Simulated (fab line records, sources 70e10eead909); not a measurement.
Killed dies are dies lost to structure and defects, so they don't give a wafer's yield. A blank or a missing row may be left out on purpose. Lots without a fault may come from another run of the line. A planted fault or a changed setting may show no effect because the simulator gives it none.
fab line records | flow nand_harc
record lots=11 wafers=33 last_day=30
route steps=1302 shown P_GATE@189 P_CONTACT@248 P_M0@266
lots that met no fault: from a run of the same line without faults
start_h: hours from the record's first day to the start of the lot's first wafer shown | wait_h: hours since the lot's step before | " the same as in the row above | L1.1+2: a row that stands for several wafers | - no value, or no start given | * or withheld: withheld | < > ~ a bound
route shown NAME@n: a module of which the file shows steps, and the number in the route of the first | usual: mean/standard deviation of fault-free wafers | same: alike in all rows | chamber/n: place in a boat | sites: the reading at each site | _std_site: their standard deviation | _edge_site: outer sites' mean less inner sites' | radius_mm: how far each site lies from the wafer's centre | mask NAME#n: copy n | behind: the tool/chamber that last shaped the wafer | hold: why the lot was held/for how many hours/how that ended | device: the transistor (n, p or np) that didn't switch | end of line: the same wafers' tests at the end of the route | a step without rows: its recipe alone | killed: dies lost to structure and defects at the first sort, not the wafer's yield | map: a wafer's dies, x killed, . not, _ none there
set.NAME: the setting as run; set.NAME@STEP: as run at that earlier step | model.NAME: the simulator's own value behind a step, which no gauge read
steps of the route over a sample of lots; a table a step, a row a wafer
services: from which hour (start_h, from the record's first day; less than 0 if before it) a tool's chamber was out of use, for how many hours, and why
## steps
# step NHARC_P_GATE_STRIP_112
# recipe power_w=1500 temp_c=110 time_s=200 chemistry=N2/H2
# usual drypump_motor_current_A=6.0/0.36 heater_power_w=86/7.4
# columns lot.wafer tool chamber start_h wait_h drypump_motor_current_A heater_power_w rf_hours_counter_h
L302.3 plasma_asher-02 1 116.23 0.2 6.1 83 -
L302.4 " 0 " " 5.7 99 -
L302.5 " 0 " " 5.7 95 -
L304.4 plasma_asher-01 1 131.08 0.2 5.6 88 -
L304.3 " 0 " " 6.5 76 -
L304.5 " 1 " " 5.5 92 -
L305.1 plasma_asher-02 1 144.34 0.2 6.2 84 11
L305.2 " 0 " " 5.7 101 11
L305.3 " 1 " " 6.1 81 -
L306.1 plasma_asher-01 1 147.03 0.2 5.5 90 33
L306.2 " 0 " " 6.5 77 33
L306.6 " 0 " " 6.5 77 -
L307.2 plasma_asher-02 1 162.30 0.2 6.1 83 15
L307.3 " 0 " " 5.7 98 -
L307.5 " 1 " " 6.1 82 -
L310.1 plasma_asher-02 0 193.22 0.2 5.7 97 22
L310.3 " 1 " " 6.1 81 -
L310.5 " 1 " " 6.1 81 -
L311.1 plasma_asher-02 1 197.58 0.2 6.1 85 24
L311.3 " 0 " " 5.7 98 -
L311.6 " 1 " " 6.1 82 -
L312.2 plasma_asher-01 1 217.76 0.2 5.6 87 7
L312.1 " 0 " " 6.6 77 7
L312.3 " 1 " " 5.5 88 -
L313.2 plasma_asher-02 0 222.39 0.2 5.7 99 28
L313.1 " 1 " " 6.1 81 28
L313.5 " 1 " " 6.1 81 -
L317.2 plasma_asher-01 1 258.89 0.5 5.5 88 17
L317.1 " 0 " " 6.6 76 17
L317.3 " 0 " " 6.6 75 -
L318.3 plasma_asher-02 1 276.55 0.3 6.1 83 -
L318.6 " 0 " " 5.7 92 -
L318.5 " 1 " " 6.1 83 -
# step NHARC_P_GATE_RTA_80
# recipe temp_c=300 time_s=30
# usual lamp_power_pct=2.012/0.017 lamp_zone_7_pct=2.111/0.018 wafer_temp_C_max=301.3/0.31
# columns lot.wafer tool chamber start_h wait_h lamp_power_pct lamp_zone_7_pct wafer_temp_C_max
L302.3 rtp_anneal-02 0 119.79 - 2.030 2.132 301.4
L302.4 " 0 " " 2.033 2.130 301.7
L302.5 " 0 " " 2.028 2.133 300.9
L304.3 rtp_anneal-02 0 134.53 - 2.032 2.133 301.8
L304.4 " 0 " " 2.033 2.131 301.8
L304.5 " 0 " " 2.032 2.130 301.5
L305.1 rtp_anneal-02 0 148.17 - 2.032 2.133 301.5
L305.2 " 0 " " 2.033 2.128 301.2
L305.3 " 0 " " 2.033 2.132 301.2
L306.1 rtp_anneal-01 0 150.50 - 1.997 2.096 301.0
L306.2 " 0 " " 1.997 2.095 301.1
L306.6 " 0 " " 1.995 2.092 300.9
L307.2 rtp_anneal-01 0 165.95 - 1.995 2.098 301.2
L307.3 " 0 " " 2.000 2.100 301.3
L307.5 " 0 " " 2.004 2.102 301.9
L310.1 rtp_anneal-01 0 197.25 - 2.000 2.098 300.5
L310.3 " 0 " " 1.998 2.097 301.1
L310.5 " 0 " " 1.998 2.095 301.2
L311.1 rtp_anneal-01 0 201.04 - 1.998 2.092 301.3
L311.3 " 0 " " 1.997 2.096 301.3
L311.6 " 0 " " 1.997 2.093 301.5
L312.1 rtp_anneal-02 0 221.35 - 2.044 2.146 301.9
L312.2 " 0 " " 2.040 2.144 301.1
L312.3 " 0 " " 2.045 2.143 301.2
L313.1 rtp_anneal-01 0 225.98 - 1.996 2.095 301.2
L313.2 " 0 " " 1.996 2.095 301.1
L313.5 " 0 " " 1.996 2.094 301.1
L317.1 rtp_anneal-01 0 262.48 - 1.995 2.094 301.2
L317.2 " 0 " " 1.999 2.092 300.9
L317.3 " 0 " " 1.997 2.096 301.5
L318.3 rtp_anneal-02 0 280.09 - 2.034 2.134 301.7
L318.5 " 0 " " 2.032 2.131 301.5
L318.6 " 0 " " 2.032 2.134 301.4
# step NHARC_P_CONTACT_CVD_23
# recipe target_thk_a=2000 temp_c=300 pressure_torr=40 wf6_flow_sccm=40 h2_flow_sccm=1600 ar_flow_sccm=1560 time_s=557 material=W
# usual chamber_pressure_Torr=39.99/0.088 heater_power_outer_w=281/14 heater_power_w=486/28 throttle_valve_pct=8.04/0.22
# columns lot.wafer tool chamber start_h wait_h chamber_pressure_Torr heater_power_outer_w heater_power_w throttle_valve_pct
L302.4 cvd_w-02 1 124.40 - 40.01 275 475 8.01
L302.3 " 0 " " 40.15 294 529 8.14
L302.5 " 1 " " 40.16 276 451 7.65
L304.3 cvd_w-02 0 139.12 - 40.07 287 505 8.12
L304.4 " 1 " " 40.17 266 463 7.95
L304.5 " 0 " " 39.97 292 516 8.21
L305.2 cvd_w-02 1 152.64 - 39.92 281 467 8.03
L305.1 " 0 " " 40.01 287 514 8.09
L305.3 " 0 " " 39.99 303 511 8.10
L306.1 cvd_w-02 1 155.11 - 40.07 274 472 7.90
L306.2 " 0 " " 39.95 294 512 8.26
L306.6 " 1 " " 40.00 275 469 8.00
L307.2 cvd_w-01 1 170.41 - 40.12 278 469 7.65
L307.3 " 0 " " 39.83 262 464 7.96
L307.5 " 0 " " 39.90 264 456 7.99
L310.1 cvd_w-02 0 202.34 - 39.94 295 510 8.04
L310.3 " 1 " " 39.89 277 460 8.06
L310.5 " 1 " " 40.07 272 456 7.93
L311.1 cvd_w-01 0 205.55 - 39.98 290 481 7.94
L311.3 " 1 " " 39.91 265 457 7.57
L311.6 " 0 " " 39.88 288 495 8.20
L311.1 cvd_w-01 0 206.35 0.7 40.08 291 492 8.17
L311.3 " 1 " " 40.00 267 446 7.66
L311.6 " 0 " " 40.18 290 506 8.02
L312.1 cvd_w-02 0 225.81 - 40.02 293 520 8.27
L312.2 " 1 " " 40.12 272 470 8.06
L312.3 " 1 " " 40.07 267 465 7.88
L312.1 cvd_w-02 0 226.59 0.7 40.00 299 523 7.95
L312.2 " 1 " " 40.00 277 470 8.10
L312.3 " 1 " " 40.02 273 464 8.00
L313.2 cvd_w-02 0 230.52 - 39.99 294 531 8.05
L313.1 " 1 " " 40.04 276 477 8.00
L313.5 " 0 " " 39.94 286 529 8.23
L317.1 cvd_w-02 1 266.96 - 40.08 282 462 8.18
L317.2 " 0 " " 40.07 296 521 8.52
L317.3 " 0 " " 40.01 297 516 8.35
L318.3 cvd_w-02 0 284.88 - 40.01 297 524 8.20
L318.6 " 0 " " 39.99 305 502 8.11
L318.5 " 1 " " 39.87 262 442 7.80
# step NHARC_P_CONTACT_CMP_24
# recipe t_overpolish_s=30 target_thk_nm=200
# usual motor_current_A=11.5/1.3 overpolish_run_s=30.001/0.0087 time_to_endpoint_s=40/3
# columns lot.wafer tool chamber start_h wait_h motor_current_A overpolish_run_s time_to_endpoint_s
L302.3 cmp-02 2 124.86 0.3 15.7 30.004 44
L302.4 " 3 " " 10.1 30.010 36
L302.5 " 2 " " 15.4 29.999 39
L304.3 cmp-03 3 139.59 0.4 11.0 29.986 42
L304.4 " 0 " " 11.6 30.020 41
L304.5 " 0 " " 11.6 30.004 44
L305.2 cmp-01 1 153.29 0.6 11.2 29.992 40
L305.1 " 2 " " 10.8 30.007 44
L305.3 " 0 " " 11.5 30.000 42
L306.2 cmp-01 0 155.75 0.5 11.9 30.017 43
L306.1 " 3 " " 11.8 30.002 39
L306.6 " 0 " " 12.6 30.003 43
L307.3 cmp-01 2 171.09 0.3 10.0 30.000 45
L307.2 " 3 " " 11.8 30.001 37
L307.5 " 2 " " 10.8 30.004 45
L310.3 cmp-02 2 202.90 0.4 14.7 30.010 37
L310.1 " 0 " " 11.8 30.000 39
L310.5 " 2 " " 15.5 29.998 41
L311.3 cmp-02 1 207.30 0.6 10.8 30.002 80
L311.1 " 3 " " 9.6 30.020 72
L311.6 " 0 " " 11.6 30.007 74
L312.2 cmp-02 1 227.33 0.6 10.7 30.003 75
L312.3 " 3 " " 9.9 30.007 67
L312.1 " 0 " " 11.9 30.004 70
L313.1 cmp-03 3 231.20 0.5 10.6 29.993 38
L313.2 " 0 " " 12.2 29.996 38
L313.5 " 3 " " 10.5 29.996 38
L317.3 cmp-02 0 267.60 0.3 12.1 30.005 35
L317.1 " 2 " " 16.9 30.001 36
L317.2 " 3 " " 10.0 30.011 35
L318.3 cmp-03 2 285.34 0.4 11.5 30.003 43
L318.6 " 2 " " 10.7 29.996 43
L318.5 " 3 " " 11.1 30.004 40
# step NHARC_P_M0_DESCUM_14
# recipe time_s=3 o2_flow_sccm=200 ar_flow_sccm=0 bias_power_w=0 chemistry=O2
# usual drypump_motor_current_A=5.8/0.31 oes_product_au=1.002/0.01 rf_vpp_V=57.6/0.91 showerhead_plenum_p_Torr=1.89/0.097 throttle_valve_pct=11.311/0.0097
# columns lot.wafer tool chamber start_h wait_h drypump_motor_current_A oes_product_au rf_hours_counter_h rf_vpp_V showerhead_plenum_p_Torr throttle_valve_pct
L302.3 rie_diel-08 1 126.36 0.1 6.3 1.005 34 57.2 1.78 11.309
L302.4 " 2 " " 6.0 0.998 33 57.7 1.80 11.326
L302.5 " 1 " " 6.3 1.000 - 57.1 1.78 11.301
L304.4 rie_diel-08 2 141.10 0.1 6.0 1.013 37 55.6 1.79 11.300
L304.3 " 3 " " 5.2 1.007 37 56.9 1.95 11.309
L304.5 " 1 " " 6.3 1.007 - 56.7 1.77 11.301
L305.3 rie_diel-08 1 154.79 0.1 6.3 1.007 43 57.1 1.77 11.317
L305.1 " 2 " " 5.9 1.012 42 57.3 1.79 11.308
L305.2 " 3 " " 5.2 1.000 40 58.0 1.94 11.316
L306.1 rie_diel-08 2 157.23 0.1 6.0 1.005 43 56.5 1.79 11.295
L306.2 " 3 " " 5.1 1.001 41 59.2 1.94 11.321
L306.6 " 3 " " 5.2 0.998 - 57.1 1.94 11.289
L307.3 rie_diel-04 2 172.56 0.1 6.0 0.996 30 59.1 2.00 11.308
L307.2 " 3 " " 5.7 0.999 23 58.6 2.05 11.317
L307.5 " 0 " " 5.8 1.000 - 57.3 1.78 11.315
L310.3 rie_diel-04 0 204.56 0.1 5.8 1.006 4 57.3 1.78 11.312
L310.1 " 1 " " 5.5 1.007 4 55.7 1.87 11.313
L310.5 " 2 " " 6.0 0.989 - 57.2 2.00 11.328
L311.3 rie_diel-05 2 209.08 0.1 5.8 1.007 55 56.8 1.88 11.324
L311.1 " 0 " " 5.6 1.005 55 57.7 1.78 11.327
L311.6 " 1 " " 6.1 1.002 - 56.8 1.77 11.322
L312.1 rie_diel-04 0 228.70 0.1 5.8 0.994 9 57.5 1.78 11.310
L312.2 " 1 " " 5.5 1.007 10 57.2 1.87 11.315
L312.3 " 3 " " 5.7 1.002 7 58.8 2.05 11.309
L313.1 rie_diel-08 3 232.66 0.1 5.1 1.003 16 58.2 1.94 11.306
L313.2 " 0 " " 5.9 1.009 14 57.5 1.89 11.304
L313.5 " 3 " " 5.2 1.005 - 56.9 1.94 11.302
L317.3 rie_diel-08 3 269.15 0.1 5.2 1.008 27 58.4 1.93 11.306
L317.2 " 0 " " 5.9 1.021 24 58.3 1.89 11.322
L317.1 " 1 " " 6.3 0.992 17 58.8 2.07 11.317
L318.3 rie_diel-08 3 286.83 0.1 5.2 1.005 38 56.9 1.93 11.322
L318.5 " 3 " " 5.2 1.003 - 58.5 1.93 11.317
L318.6 " 0 " " 5.9 1.010 - 57.0 1.89 11.321
## services
# columns tool chamber start_h hours kind
cmp-03 - 94.20 0.5 repair
rie_diel-04 3 101.09 12.4 repair
rie_diel-04 3 113.74 10.1 repair
cmp-03 - 121.61 0.5 repair
cmp-02 - 134.50 4.0 pm
rie_diel-04 3 136.82 3.1 repair
rie_diel-08 - 143.67 0.3 repair
cmp-03 - 162.00 4.0 pm
plasma_asher-01 - 165.21 9.0 pm
cvd_w-01 1 175.73 4.7 repair
rie_diel-04 - 177.90 9.0 pm
cmp-02 - 178.11 2.7 repair
cvd_w-01 - 185.00 13.0 pm
cmp-01 - 186.83 4.0 pm
rie_diel-08 - 190.80 9.0 pm
rie_diel-04 3 194.65 10.0 repair
cmp-02 - 208.11 1.2 repair
rie_diel-08 1 209.43 16.6 repair
cmp-02 - 232.51 4.0 pm
cvd_w-01 - 237.50 12.0 repair
cmp-01 - 245.14 0.5 repair
plasma_asher-02 - 249.00 9.0 pm
cmp-02 - 252.66 3.2 repair
cvd_w-02 - 269.48 13.0 pm
## key
first_sign step=NHARC_P_CONTACT_CVD_23 reading=visit direction=added
effect step=NHARC_P_CONTACT_CMP_24 reading=time_to_endpoint_s direction=up sigmas=11 usual=* struck=*
met_at NHARC_P_CONTACT_CVD_23
struck_lots L311,L312
tester_left_out L311,L312
not_acting_at NHARC_P_GATE_STRIP_112,NHARC_P_GATE_RTA_80,NHARC_P_M0_DESCUM_14
fault kind=repeated_step_whole tool=cvd_w-01,cvd_w-02 chamber=- onset_h=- steps=NHARC_P_CONTACT_CVD_23 times=1 scope=struck_lots_only
# tester_left_out: of these lots the tester's yield and bins aren't shown, on N5 and GAA mostly nor the transistor test; their killed dies are dies lost to structure and defects alone, not to doping, threshold or leakage, so they don't give the yield
